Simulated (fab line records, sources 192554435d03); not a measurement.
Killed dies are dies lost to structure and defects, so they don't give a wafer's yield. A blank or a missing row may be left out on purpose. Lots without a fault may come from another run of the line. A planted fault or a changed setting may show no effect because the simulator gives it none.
fab line records | flow n5_finfet
record lots=7 wafers=21
route steps=1938 shown FIN_CUT@160 DUMMY_GATE@225 SD_EPI_P@321 SD_ACTIVATION@330 SDB@361 MOL_CONTACT_COAG@554
start_h: hours from the record's first day to the start of the lot's first wafer shown | wait_h: hours since the lot's step before | " the same as in the row above | L1.1+2: a row that stands for several wafers | - no value, or no start given | * or withheld: withheld | < > ~ a bound
route shown NAME@n: a module of which the file shows steps, and the number in the route of the first | usual: mean/standard deviation of fault-free wafers | same: alike in all rows | chamber/n: place in a boat | sites: the reading at each site | _std_site: their standard deviation | _edge_site: outer sites' mean less inner sites' | radius_mm: how far each site lies from the wafer's centre | mask NAME#n: copy n | behind: the tool/chamber that last shaped the wafer | hold: why the lot was held/for how many hours/how that ended | device: the transistor (n, p or np) that didn't switch | end of line: the same wafers' tests at the end of the route | a step without rows: its recipe alone | killed: dies lost to structure and defects at the first sort, not the wafer's yield | map: a wafer's dies, x killed, . not, _ none there
set.NAME: the setting as run; set.NAME@STEP: as run at that earlier step | model.NAME: the simulator's own value behind a step, which no gauge read
lots whose settings were changed on purpose; a table a step, a row a wafer
## steps
# step N5_FIN_CUT_EXPOSE_05
# recipe mask_id=FIN_CUT na=0.33 source_shape=annular sigma_inner=0.35 sigma_outer=0.8 polarization=unpolarized dose_mj=45.75
# columns lot.wafer tool chamber start_h wait_h mask set.dose_mj
L074.1+2+4 euv_scanner-02 0 28.16 - FIN_CUT#0 45.75
L076.4+5 euv_scanner-02 0 39.32 - FIN_CUT#0 45.75
L076.6 " 0 " " FIN_CUT#0 43.33
L078.2 euv_scanner-02 0 50.87 - FIN_CUT#0 45.75
L078.4+6 " 0 " " FIN_CUT#0 47.82
L084.2+5+6 euv_scanner-02 0 86.32 - FIN_CUT#0 45.75
L087.1+5 euv_scanner-02 0 105.16 - FIN_CUT#0 45.75
L087.6 " 0 " " FIN_CUT#0 47.51
L090.1+3 euv_scanner-02 0 122.67 - FIN_CUT#0 45.75
L090.6 " 0 " " FIN_CUT#0 43.82
L095.2+6 euv_scanner-01 0 152.84 - FIN_CUT#0 48.33
L095.4 " 0 " " FIN_CUT#0 45.75
# step N5_FIN_CUT_PEB_06
# recipe peb_temp_c=100 peb_time_s=60 resist=CAR-EUV
# step N5_FIN_CUT_DEVELOP_07
# recipe develop_time_s=30 developer=TMAH resist=CAR-EUV rinse_liquid=surfactant_rinse dry=air_spin dev_temp_c=23
# step N5_FIN_CUT_CD_MEAS_08
# recipe target_cd_nm=29.1 landing_energy_ev=500 detector=se_inlens polarity=opening
# usual cd_nm=29.19/0.23
# columns lot.wafer tool chamber start_h wait_h set.dose_mj@FIN_CUT_EXPOSE_05 cd_nm
L074.1 cd_sem-02 0 28.30 - 45.75 29.18
L074.2 " 0 " " 45.75 29.11
L074.4 " 0 " " 45.75 28.85
L076.4 cd_sem-03 0 39.43 - 45.75 29.35
L076.5 " 0 " " 45.75 28.85
L076.6 " 0 " " 43.33 27.96
L078.2 cd_sem-02 0 50.99 - 45.75 29.27
L078.4 " 0 " " 47.82 30.33
L078.6 " 0 " " 47.82 29.83
L084.2 cd_sem-02 0 86.44 - 45.75 28.77
L084.5 " 0 " " 45.75 29.11
L084.6 " 0 " " 45.75 29.06
L087.1 cd_sem-01 0 105.29 - 45.75 28.69
L087.5 " 0 " " 45.75 29.08
L087.6 " 0 " " 47.51 29.83
L090.1 cd_sem-03 0 122.81 - 45.75 29.50
L090.3 " 0 " " 45.75 29.00
L090.6 " 0 " " 43.82 28.76
L095.2 cd_sem-03 0 152.97 - 48.33 30.14
L095.4 " 0 " " 45.75 29.30
L095.6 " 0 " " 48.33 30.48
# step N5_FIN_CUT_DESCUM_13
# recipe chemistry=O2 time_s=7 source_power_w=50 bias_power_w=20 pressure_mtorr=20 rf_frequency_hz=2.712e+07 temp_c=40 resist=CAR-EUV o2_flow_sccm=225
# step N5_FIN_CUT_ETCH_30
# recipe chemistry=N2/H2 target=underlayer target_depth_a=130 mask_material=CAR-EUV time_s=10.4 ion_energy_ev=200 pressure_mtorr=30 source_w=840 bias_w=150 n2_flow_sccm=200 h2_flow_sccm=200 ends=cleared
# columns lot.wafer tool chamber start_h wait_h set.dose_mj@FIN_CUT_EXPOSE_05 model.FIN_CUT.cd_offset_nm
L074.1+2 rie_diel-04 3,1 28.52 0.0 45.75 0
L074.4 " 2 " " 45.75 0.2
L076.4+5 rie_diel-04 1,3 39.58 0.0 45.75 -0.2
L076.6 " 0 " " 43.33 -1
L078.2 rie_diel-05 3 51.15 0.0 45.75 0
L078.4 " 2 " " 47.82 1
L078.6 " 0 " " 47.82 0.8
L084.2+5+6 rie_diel-03 0,3,2 86.60 0.0 45.75 0
L087.1+5 rie_diel-03 0,2 105.45 0.0 45.75 0
L087.6 " 3 " " 47.51 0.8
L090.1 rie_diel-05 3 122.97 0.0 45.75 0
L090.3 " 2 " " 45.75 0.4
L090.6 " 0 " " 43.82 -0.4
L095.2 rie_diel-03 0 153.13 0.0 48.33 1
L095.4 " 3 " " 45.75 0
L095.6 " 2 " " 48.33 0.8
# step N5_FIN_CUT_ETCH_20
# recipe chemistry=CF4 target=SiARC target_depth_a=260 mask_material=CAR-EUV time_s=43.3 ion_energy_ev=80 pressure_mtorr=40 source_w=545 bias_w=36 Ar_flow_sccm=100 cf4_flow_sccm=100 ends=cleared
# step N5_FIN_CUT_ETCH_21
# recipe chemistry=N2/H2 target=SOC target_depth_a=2190 overetch_a=438 mask_material=SiARC temp_c=40 ion_energy_ev=100 bias_w=61 time_s=523.5 pressure_mtorr=30 source_w=850 n2_flow_sccm=200 h2_flow_sccm=200
# columns lot.wafer tool chamber start_h wait_h set.dose_mj@FIN_CUT_EXPOSE_05 model.FIN_CUT.cd_offset_nm
L074.1+2+4 rie_diel-04 3,1,2 28.58 0.0 45.75 0.2
L076.4 rie_diel-04 1 39.64 0.0 45.75 0.2
L076.5 " 3 " " 45.75 -0.4
L076.6 " 0 " " 43.33 -1
L078.2 rie_diel-05 3 51.21 0.0 45.75 0
L078.4+6 " 2,0 " " 47.82 1
L084.2 rie_diel-03 0 86.66 0.0 45.75 0.2
L084.5 " 3 " " 45.75 -0.2
L084.6 " 2 " " 45.75 -0.4
L087.1+5 rie_diel-03 0,2 105.51 0.0 45.75 -0.2
L087.6 " 3 " " 47.51 0.6
L090.1 rie_diel-05 3 123.03 0.0 45.75 -0.2
L090.3 " 2 " " 45.75 0.4
L090.6 " 0 " " 43.82 -0.2
L095.2+6 rie_diel-03 0,2 153.18 0.0 48.33 1.2
L095.4 " 3 " " 45.75 0.4
# step N5_FIN_CUT_STRIP_23
# recipe chemistry=N2/H2 temp_c=40 n2_flow_sccm=200 h2_flow_sccm=200 rf_frequency_hz=6e+07
# step N5_FIN_CUT_STRIP_31
# recipe chemistry=N2/H2 temp_c=40 n2_flow_sccm=200 h2_flow_sccm=200 rf_frequency_hz=6e+07
# step N5_FIN_CUT_CUT_ETCH_26
# recipe chemistry=CH3F/O2 target=SiNx target_depth_a=390 mask_material=SOC time_s=55.7 pressure_mtorr=30 source_w=395 bias_w=73 Ar_flow_sccm=150 CH3F_flow_sccm=30 O2_flow_sccm=20 ion_energy_ev=120
# step N5_FIN_CUT_CUT_ETCH_27
# recipe chemistry=CHF3/O2 target=SiO2 target_depth_a=40 mask_material=SOC overetch_a=20 time_s=4.9 pressure_mtorr=30 source_w=650 bias_w=170 Ar_flow_sccm=200 CHF3_flow_sccm=50 O2_flow_sccm=5 ion_energy_ev=200
# step N5_FIN_CUT_PRECLEAN_35
# recipe time_s=13.3 temp_c=45 pressure_torr=125 p_hf_torr=3 p_coreactant_torr=25 chemistry=vHF
# columns lot.wafer tool chamber start_h wait_h set.dose_mj@FIN_CUT_EXPOSE_05 model.FIN_CUT.cd_offset_nm
L074.1+2+4 vapor_etch-02 1,0,1 29.04 0.0 45.75 0.2
L076.4 vapor_etch-01 0 40.12 0.1 45.75 0.2
L076.5 " 0 " " 45.75 -0.4
L076.6 " 1 " " 43.33 -1
L078.2 vapor_etch-02 0 51.74 0.1 45.75 0
L078.4 " 1 " " 47.82 0.8
L078.6 " 1 " " 47.82 1
L084.2 vapor_etch-02 1 87.12 0.1 45.75 0
L084.5 " 0 " " 45.75 -0.4
L084.6 " 1 " " 45.75 -0.6
L087.1+5 vapor_etch-01 0,1 105.96 0.0 45.75 0.2
L087.6 " 0 " " 47.51 1
L090.1 vapor_etch-01 0 123.49 0.0 45.75 0
L090.3 " 0 " " 45.75 0.4
L090.6 " 1 " " 43.82 -0.2
L095.2 vapor_etch-01 1 153.64 0.0 48.33 1.4
L095.4 " 0 " " 45.75 0.6
L095.6 " 1 " " 48.33 1.2
# step N5_DUMMY_GATE_COAT_09
# recipe resist=CAR-EUV spin_rpm=1500 resist_thk_nm=30
# columns lot.wafer tool chamber start_h wait_h set.spin_rpm model.CAR-EUV_of_DUMMY_GATE_COAT_09.thk_nm
L074.1 litho_track-03 0 - - 1650 28.8
L074.2 " 0 " " 1500 30
L074.4 " 0 " " 1650 28.6
L076.4 litho_track-01 0 - - 1500 30
L076.5 " 0 " " 1571 29.4
L076.6 " 0 " " 1500 30.2
L078.2 litho_track-01 0 - - 1367 31.2
L078.4+6 " 0 " " 1367 31.4
L084.2 litho_track-01 0 - - 1500 30.2
L084.5+6 " 0 " " 1500 30
L087.1+5 litho_track-02 0 - - 1500 30
L087.6 " 0 " " 1439 30.8
L090.1+3 litho_track-01 0 - - 1454 30.4
L090.6 " 0 " " 1500 30
L095.2+4+6 litho_track-01 0 - - 1500 30.2
# step N5_DUMMY_GATE_EBR_11
# recipe solvent=PGMEA ebr_width_mm=1.5
# step N5_DUMMY_GATE_SOFTBAKE_10
# recipe temp_c=110 time_s=60 resist=CAR-EUV
# step N5_DUMMY_GATE_DESCUM_20
# recipe chemistry=O2 time_s=6.2 source_power_w=50 bias_power_w=20 pressure_mtorr=20 rf_frequency_hz=2.712e+07 temp_c=40 resist=CAR-EUV o2_flow_sccm=225
# columns lot.wafer tool chamber start_h wait_h set.spin_rpm@DUMMY_GATE_COAT_09 model.CAR-EUV_of_DUMMY_GATE_COAT_09.thk_nm
L074.1 rie_diel-05 3 47.14 0.0 1650 25.2
L074.2 " 0 " " 1500 26.4
L074.4 " 2 " " 1650 25
L076.4+6 rie_diel-05 3,0 62.96 0.1 1500 26.6
L076.5 " 2 " " 1571 26
L078.2+4+6 rie_diel-05 0,3,0 71.11 0.4 1367 27.8
L084.2+5+6 rie_diel-03 3,3,2 108.30 0.1 1500 26.6
L087.1+5 rie_diel-05 0 124.13 0.0 1500 26.6
L087.6 " 3 " " 1439 27.2
L090.1 rie_diel-03 3 142.93 0.0 1454 27
L090.3 " 2 " " 1454 26.8
L090.6 " 3 " " 1500 26.4
L095.2+4+6 rie_diel-04 2,2,1 172.58 0.2 1500 26.6
# step N5_DUMMY_GATE_ETCH_29
# recipe chemistry=N2/H2 target=underlayer target_depth_a=130 ion_energy_ev=200 pressure_mtorr=30 source_w=840 bias_w=150 n2_flow_sccm=200 h2_flow_sccm=200
# columns lot.wafer tool chamber start_h wait_h set.spin_rpm@DUMMY_GATE_COAT_09 model.CAR-EUV_of_DUMMY_GATE_COAT_09.thk_nm
L074.1 rie_diel-05 3 47.20 0.0 1650 17.8
L074.2 " 0 " " 1500 18.6
L074.4 " 2 " " 1650 17.4
L076.4 rie_diel-05 3 63.01 0.0 1500 19.2
L076.5 " 2 " " 1571 18.4
L076.6 " 0 " " 1500 18.8
L078.2+6 rie_diel-05 0 71.17 0.0 1367 20
L078.4 " 3 " " 1367 20.4
L084.2+5+6 rie_diel-03 3,3,2 108.36 0.0 1500 19
L087.1+5 rie_diel-05 0 124.19 0.0 1500 18.6
L087.6 " 3 " " 1439 19.6
L090.1+3 rie_diel-03 3,2 142.99 0.0 1454 19.2
L090.6 " 3 " " 1500 18.8
L095.2+4 rie_diel-04 2 172.65 0.0 1500 19
L095.6 " 1 " " 1500 18.8
# step N5_SD_EPI_P_EPI_21
# recipe material=SiGe:B dopant=B temp_c=550 pressure_torr=20 ambient=H2 time_s=355
# columns lot.wafer tool chamber start_h wait_h set.temp_c model.SiGe-B_of_SD_EPI_P_EPI_21.thk_nm
L074.1 epi_rpcvd-01 0 55.83 0.1 550 61.4
L074.2 " 0 " " 550 60.4
L074.4 " 0 " " 553.8 66.6
L076.4 epi_rpcvd-02 0 72.87 1.1 550 59.8
L076.5 " 0 " " 550 59
L076.6 " 0 " " 550 60.2
L078.2 epi_rpcvd-02 0 80.57 0.5 550 61.6
L078.4 " 0 " " 550 62
L078.6 " 0 " " 550 61
L084.2 epi_rpcvd-02 0 116.71 0.5 550 60.4
L084.5 " 0 117.79 1.5 550 60.6
L084.6 " 0 " " 550 59.8
L087.1 epi_rpcvd-02 0 133.73 0.1 550 60.6
L087.5 " 0 135.17 1.5 547.1 56.8
L087.6 " 0 " " 550 59.8
L090.1 epi_rpcvd-04 0 151.04 0.1 548 57.8
L090.3 " 0 " " 550 60.6
L090.6 " 0 152.84 1.8 548 58
L095.2 epi_rpcvd-01 0 181.36 0.6 550 61.4
L095.4 " 0 " " 552.6 64.8
L095.6 " 0 " " 550 61.2
# step N5_SD_EPI_P_HM_STRIP_48
# recipe chemistry=H3PO4 temp_c=160 material=SiNx target=SiNx target_depth_a=30 overetch_fraction=0.3
# step N5_SD_ACTIVATION_RTA_00
# recipe temp_c=975 time_s=0 ambient=N2 idle_temp_c=600 ramp_up_c_per_s=150 ramp_down_c_per_s=60 cool_to_c=600
# step N5_SD_ACTIVATION_LSA_01
# recipe temp_c=1080 time_s=0.0008 ambient=N2
# step N5_SD_ACTIVATION_RS_MEAS_03
# recipe thk_meas_gauge=four-point-probe
# usual RS_SD_N=22.0/0.31 RS_SD_P=56.2/1.2
# columns lot.wafer tool chamber start_h wait_h set.temp_c@SD_EPI_P_EPI_21 RS_SD_N[ohm/sq] RS_SD_P[ohm/sq]
L074.1 film_metro-01 - 58.70 0.2 550 22.0 55.1
L074.2 " - " " 550 22.4 56.5
L074.4 " - " " 553.8 21.8 50.7
L076.4 film_metro-01 - 74.66 0.2 550 22.1 58.1
L076.5 " - " " 550 22.0 58.5
L076.6 " - " " 550 22.1 56.8
L078.2 film_metro-02 - 83.16 0.2 550 22.0 54.3
L078.4 " - " " 550 22.4 54.2
L078.6 " - " " 550 21.9 54.7
L084.2 film_metro-02 - 119.18 0.2 550 21.8 57.0
L084.5 " - " " 550 22.3 56.7
L084.6 " - " " 550 21.9 57.6
L087.1 film_metro-01 - 136.61 0.2 550 22.2 55.5
L087.5 " - " " 547.1 22.1 59.6
L087.6 " - " " 550 21.8 56.9
L090.1 film_metro-02 - 153.91 0.2 548 22.1 59.0
L090.3 " - " " 550 22.2 56.1
L090.6 " - " " 548 22.0 58.9
L095.2 film_metro-02 - 184.43 0.2 550 21.7 56.6
L095.4 " - " " 552.6 22.4 53.4
L095.6 " - " " 550 21.9 57.4
# step N5_SDB_ETCH_18
# recipe chemistry=N2/H2 target=SOC target_depth_a=1000 overetch_a=200 mask_material=SiARC temp_c=40 time_s=150 ion_energy_ev=200 pressure_mtorr=30 source_w=840 bias_w=150 n2_flow_sccm=200 h2_flow_sccm=200
# usual rf_vpp_V=524.7/2.9
# columns lot.wafer tool chamber start_h wait_h set.source_w rf_vpp_V
L074.1 rie_diel-02 2 66.16 0.0 840 526.2
L074.2 " 1 " " 840 524.8
L074.4 " 0 " " 840 519.8
L076.4 rie_diel-02 0 82.29 0.0 840 521.5
L076.5 " 0 " " 840 521.9
L076.6 " 3 " " 773 535.5
L078.2 rie_diel-06 2 92.11 0.0 716.1 554.8
L078.4 " 1 " " 840 523.3
L078.6 " 2 " " 840 527.3
L084.2 rie_diel-06 0 126.40 0.0 840 522.9
L084.5 " 2 " " 840 526.1
L084.6 " 3 " " 840 526.1
L087.1 rie_diel-02 0 144.62 0.0 840 519.5
L087.5 " 0 " " 840 520.1
L087.6 " 1 " " 840 525.8
L090.1 rie_diel-06 1 161.07 0.0 899.2 510.0
L090.3 " 0 " " 840 523.9
L090.6 " 2 " " 840 526.1
L095.2 rie_diel-06 1 192.87 0.0 896.3 512.8
L095.4 " 0 " " 896.3 507.9
L095.6 " 0 " " 896.3 511.4
# step N5_MOL_CONTACT_COAG_CMP_23
# recipe stop_on=SiO2 t_overpolish_s=1.5 post_cmp_clean=cu_alkaline down_force_psi=2 platen_rpm=50.289 pad_velocity_m_s=1.0006 target_thk_nm=0
# columns lot.wafer tool chamber start_h wait_h set.down_force_psi model.SiNx_of_GATE_CUT_SAC_CAP_01.thk_nm
L074.2+1 cmp-02 1,0 93.33 0.0 2.325 18
L074.4 " 2 " " 2 18.2
L076.4 cmp-03 1 110.19 0.1 2 18.4
L076.5+6 " 3,0 " " 2 18.2
L078.4 cmp-01 2 120.39 0.1 2.336 17.8
L078.2+6 " 3,1 " " 2 18.2
L084.2+6+5 cmp-03 2,0,1 152.75 0.1 2 18.2
L087.1+5 cmp-03 3,2 171.28 0.1 2 18.2
L087.6 " 1 " " 2.369 17.8
L090.1+6 cmp-03 2,1 189.09 0.1 1.554 18.8
L090.3 " 3 " " 2 18.4
L095.4 cmp-01 0 223.01 0.1 2 18.4
L095.2+6 " 2,1 " " 2.23 18
# step N5_MOL_CONTACT_COAG_WET_ETCH_26
# recipe target=Co target_depth_nm=13
# columns lot.wafer tool chamber start_h wait_h set.down_force_psi@MOL_CONTACT_COAG_CMP_23 model.SiNx_of_GATE_CUT_SAC_CAP_01.thk_nm
L074.1 wet_bench-06 7 93.68 0.0 2.325 17.8
L074.2 " 1 " " 2.325 18
L074.4 " 2 " " 2 18.2
L076.4+5+6 wet_bench-04 1,3,6 110.46 0.0 2 18.2
L078.2 wet_bench-01 2 120.67 0.0 2 18.2
L078.4 " 7 " " 2.336 17.8
L078.6 " 4 " " 2 18
L084.2+5+6 wet_bench-06 4,5,6 153.02 0.0 2 18.2
L087.1+5 wet_bench-04 7,2 171.55 0.0 2 18.2
L087.6 " 3 " " 2.369 17.8
L090.1 wet_bench-01 6 189.40 0.0 1.554 18.6
L090.3 " 1 " " 2 18.2
L090.6 " 0 " " 1.554 18.8
L095.2+6 wet_bench-04 4,2 223.36 0.0 2.23 18
L095.4 " 7 " " 2 18.4
# step N5_MOL_CONTACT_COAG_WET_ETCH_116
# recipe chemistry=SC1-inhibited target_depth_nm=4.6 dry=ipa_marangoni rinse_time_s=30 rinse_temp_c=23
# columns lot.wafer tool chamber start_h wait_h set.down_force_psi@MOL_CONTACT_COAG_CMP_23 model.SiNx_of_GATE_CUT_SAC_CAP_01.thk_nm
L074.1+2 wet_bench-06 7,1 93.84 0.0 2.325 17.8
L074.4 " 2 " " 2 18.2
L076.4+5+6 wet_bench-04 1,3,6 110.61 0.0 2 18.2
L078.2 wet_bench-01 2 120.82 0.0 2 18.2
L078.4 " 7 " " 2.336 17.8
L078.6 " 4 " " 2 18
L084.2+5+6 wet_bench-06 4,5,6 153.17 0.0 2 18.2
L087.1+5 wet_bench-04 7,2 171.70 0.0 2 18.2
L087.6 " 3 " " 2.369 17.8
L090.1 wet_bench-01 6 189.70 0.0 1.554 18.6
L090.3 " 1 " " 2 18.2
L090.6 " 0 " " 1.554 18.8
L095.2+6 wet_bench-04 4,2 223.51 0.0 2.23 18
L095.4 " 7 " " 2 18.2
# step N5_MOL_CONTACT_COAG_ALD_27
# recipe material=SiOC target_thk_a=170 temp_c=400 ald_precursor_family=carbosiloxane ald_co_reactant=H2-plasma pulse_time_s=1.5 time_s=2720 purge_time_s=2 co_reactant_purge_time_s=2 ald_cycles=340 pressure_torr=2
# step N5_MOL_CONTACT_COAG_CMP_28
# recipe stop_on=SiNx t_overpolish_s=0.85 post_cmp_clean=alkaline_brush down_force_psi=4.15 platen_rpm=51.8 pad_velocity_m_s=1.0307 target_thk_nm=14.522
# columns lot.wafer tool chamber start_h wait_h set.down_force_psi@MOL_CONTACT_COAG_CMP_23 model.SiNx_of_GATE_CUT_SAC_CAP_01.thk_nm
L074.4 cmp-03 3 95.80 0.8 2 17.8
L074.2+1 " 0,1 " " 2.325 17.6
L076.4+5+6 cmp-02 1,2,3 112.88 0.9 2 18
L078.4 cmp-02 3 122.70 0.8 2.336 17.6
L078.2+6 " 1,3 " " 2 17.8
L084.2+5 cmp-03 1 155.06 0.8 2 18
L084.6 " 2 " " 2 17.8
L087.1 cmp-03 0 173.64 0.8 2 18
L087.5 " 3 " " 2 17.8
L087.6 " 0 " " 2.369 17.4
L090.1+6 cmp-01 1 191.96 0.8 1.554 18.4
L090.3 " 3 " " 2 18
L095.4 cmp-01 1 225.48 0.9 2 18
L095.2 " 2 " " 2.23 17.6
L095.6 " 3 " " 2.23 17.8
# step N5_MOL_CONTACT_COAG_THK_MEAS_29
# recipe reads=SiNx_of_GATE_CUT_PECVD_57+SiNx_of_GATE_CUT_SAC_CAP_01
# usual MD_CAP_THK=17.91/0.08
# columns lot.wafer tool chamber start_h wait_h set.down_force_psi@MOL_CONTACT_COAG_CMP_23 MD_CAP_THK[nm]
L074.1 film_metro-02 - 96.05 - 2.325 17.60
L074.2 " - " " 2.325 17.58
L074.4 " - " " 2 17.91
L076.4 film_metro-02 - 113.07 - 2 18.02
L076.5 " - " " 2 17.90
L076.6 " - " " 2 17.95
L078.2 film_metro-02 - 123.00 - 2 17.92
L078.4 " - " " 2.336 17.55
L078.6 " - " " 2 17.82
L084.2 film_metro-02 - 155.35 - 2 17.93
L084.5 " - " " 2 17.91
L084.6 " - " " 2 17.93
L087.1 film_metro-02 - 173.89 - 2 17.97
L087.5 " - " " 2 17.85
L087.6 " - " " 2.369 17.51
L090.1 film_metro-01 - 192.26 - 1.554 18.37
L090.3 " - " " 2 17.98
L090.6 " - " " 1.554 18.50
L095.2 film_metro-01 - 225.70 - 2.23 17.65
L095.4 " - " " 2 17.98
L095.6 " - " " 2.23 17.69
## key
split step=N5_FIN_CUT_EXPOSE_05 setting=dose_mj stated=45.75 by=wafer
response step=N5_FIN_CUT_CD_MEAS_08 reading=cd_nm change=+0.187 per=1% r=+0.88
response step=N5_FIN_CUT_ETCH_30 reading=model.FIN_CUT.cd_offset_nm change=+0.168 per=1% r=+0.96
response step=N5_FIN_CUT_ETCH_21 reading=model.FIN_CUT.cd_offset_nm change=+0.161 per=1% r=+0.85
response step=N5_FIN_CUT_PRECLEAN_35 reading=model.FIN_CUT.cd_offset_nm change=+0.155 per=1% r=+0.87
split step=N5_DUMMY_GATE_COAT_09 setting=spin_rpm stated=1500 by=wafer
response step=N5_DUMMY_GATE_COAT_09 reading=model.CAR-EUV_of_DUMMY_GATE_COAT_09.thk_nm change=-0.14 per=1% r=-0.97
response step=N5_DUMMY_GATE_DESCUM_20 reading=model.CAR-EUV_of_DUMMY_GATE_COAT_09.thk_nm change=-0.134 per=1% r=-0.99
response step=N5_DUMMY_GATE_ETCH_29 reading=model.CAR-EUV_of_DUMMY_GATE_COAT_09.thk_nm change=-0.122 per=1% r=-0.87
split step=N5_SD_EPI_P_EPI_21 setting=temp_c stated=550 by=wafer
response step=N5_SD_EPI_P_EPI_21 reading=model.SiGe-B_of_SD_EPI_P_EPI_21.thk_nm change=+7.53 per=1% r=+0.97
response step=N5_SD_ACTIVATION_RS_MEAS_03 reading=RS_SD_P change=-7.26 per=1% r=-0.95
split step=N5_SDB_ETCH_18 setting=source_w stated=840 by=wafer
response step=N5_SDB_ETCH_18 reading=rf_vpp_V change=-1.96 per=1% r=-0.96
split step=N5_MOL_CONTACT_COAG_CMP_23 setting=down_force_psi stated=2 by=wafer
response step=N5_MOL_CONTACT_COAG_CMP_23 reading=model.SiNx_of_GATE_CUT_SAC_CAP_01.thk_nm change=-0.0204 per=1% r=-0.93
response step=N5_MOL_CONTACT_COAG_WET_ETCH_26 reading=model.SiNx_of_GATE_CUT_SAC_CAP_01.thk_nm change=-0.0218 per=1% r=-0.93
response step=N5_MOL_CONTACT_COAG_WET_ETCH_116 reading=model.SiNx_of_GATE_CUT_SAC_CAP_01.thk_nm change=-0.0213 per=1% r=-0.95
response step=N5_MOL_CONTACT_COAG_CMP_28 reading=model.SiNx_of_GATE_CUT_SAC_CAP_01.thk_nm change=-0.0186 per=1% r=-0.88
response step=N5_MOL_CONTACT_COAG_THK_MEAS_29 reading=MD_CAP_THK change=-0.0209 per=1% r=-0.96
